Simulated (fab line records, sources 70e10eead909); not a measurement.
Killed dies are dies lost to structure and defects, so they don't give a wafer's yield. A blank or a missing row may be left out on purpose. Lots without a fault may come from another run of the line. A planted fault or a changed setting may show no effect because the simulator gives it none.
Chamber matching | flow nand_harc | NHARC_A_CONTACT_DESCUM_13 on rie_diel-13: 4 sister chambers
The step chemistry O2, time 3 s. 4 wafers are shown with their chamber, then 12 later ones without.

WAFERS WITH THEIR CHAMBER
wafer  | chamber | drypump_motor_current_A (A)
L086.4 | 3       | 5.2
L091.1 | 2       | 6.0
L091.2 | 1       | 6.0
L091.6 | 0       | 5.8

WAFERS WITHOUT THEIR CHAMBER
wafer  | drypump_motor_current_A (A)
L088.2 | 5.8
L088.4 | 6.1
L088.5 | 6.0
L089.2 | 5.8
L089.4 | 6.1
L089.6 | 5.8
L096.1 | 5.2
L096.3 | 6.0
L096.6 | 5.8
L097.3 | 5.2
L097.4 | 6.1
L097.6 | 5.8

WHICH CHAMBER EACH WENT THROUGH
wafer  | from the rows above     | in truth
L088.2 | 0                       | 0
L088.4 | can't be placed: 1 or 2 | 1
L088.5 | can't be placed: 1 or 2 | 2
L089.2 | 0                       | 0
L089.4 | can't be placed: 1 or 2 | 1
L089.6 | 0                       | 0
L096.1 | 3                       | 3
L096.3 | can't be placed: 1 or 2 | 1
L096.6 | 0                       | 0
L097.3 | 3                       | 3
L097.4 | can't be placed: 1 or 2 | 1
L097.6 | 0                       | 0
Placed correctly: 7 of 12. Can't be placed from these rows: 5 (the true chamber is among the candidates in 5). Placed wrongly: 0.
How it was worked out, from the rows above alone: a wafer's distance from a chamber is the root of the sum, over the readings, of the square of ((its reading less the chamber's mean) divided by the reading's scatter). The wafer belongs to the nearest chamber; if the next one is less than 2 further off, it can't be placed. A chamber's mean is the mean of its shown wafers. The scatter: with one shown wafer a chamber, the root of the mean of the squares of how far each hidden wafer lies from its nearest shown one.
